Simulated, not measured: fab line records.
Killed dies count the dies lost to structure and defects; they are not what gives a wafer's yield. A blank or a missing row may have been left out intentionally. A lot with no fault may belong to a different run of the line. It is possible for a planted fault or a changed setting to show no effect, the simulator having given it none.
Chamber matching ; flow n5-finfet ; N5_SDB_ETCH_18 on rie-diel-04 has 4 sister chambers
The step etches SOC in N2/H2, target depth 100 nm, overetch 20 nm, time 150 s. 4 wafers are shown with their chamber, then 9 later ones without.

== EACH WAFER AND ITS CHAMBER ==
wafer;chamber;drypump-motor-current-A (A)
L086.3;0;6.1
L090.2;1;5.4
L090.3;2;5.5
L090.6;3;5.0

== WAFERS WHOSE CHAMBER IS MISSING ==
wafer;drypump-motor-current-A (A)
L093.2;5.4
L093.3;4.9
L093.5;5.0
L095.1;5.5
L095.3;6.1
L095.6;5.4
L096.2;4.9
L096.3;6.1
L096.5;5.5

== WHICH CHAMBER EACH WENT THROUGH ==
wafer;from the rows above;in truth
L093.2;1;1
L093.3;3;3
L093.5;3;3
L095.1;2;2
L095.3;0;0
L095.6;1;1
L096.2;3;3
L096.3;0;0
L096.5;2;2
Correctly placed: 9 of 9. Number that these rows cannot place: 0. 0 placed wrongly.
How it was worked out, from the rows above alone: a wafer's distance from a chamber is the root of the sum, over the readings, of the square of ((its reading less the chamber's mean) divided by the reading's scatter). If the next closest chamber is less than 2 further off than the closest, the wafer can't be placed; otherwise it belongs to the closest. Each chamber's mean is taken over the wafers shown for it. The scatter: root of mean squared gap, hidden wafer to nearest shown wafer, with one shown wafer a chamber.
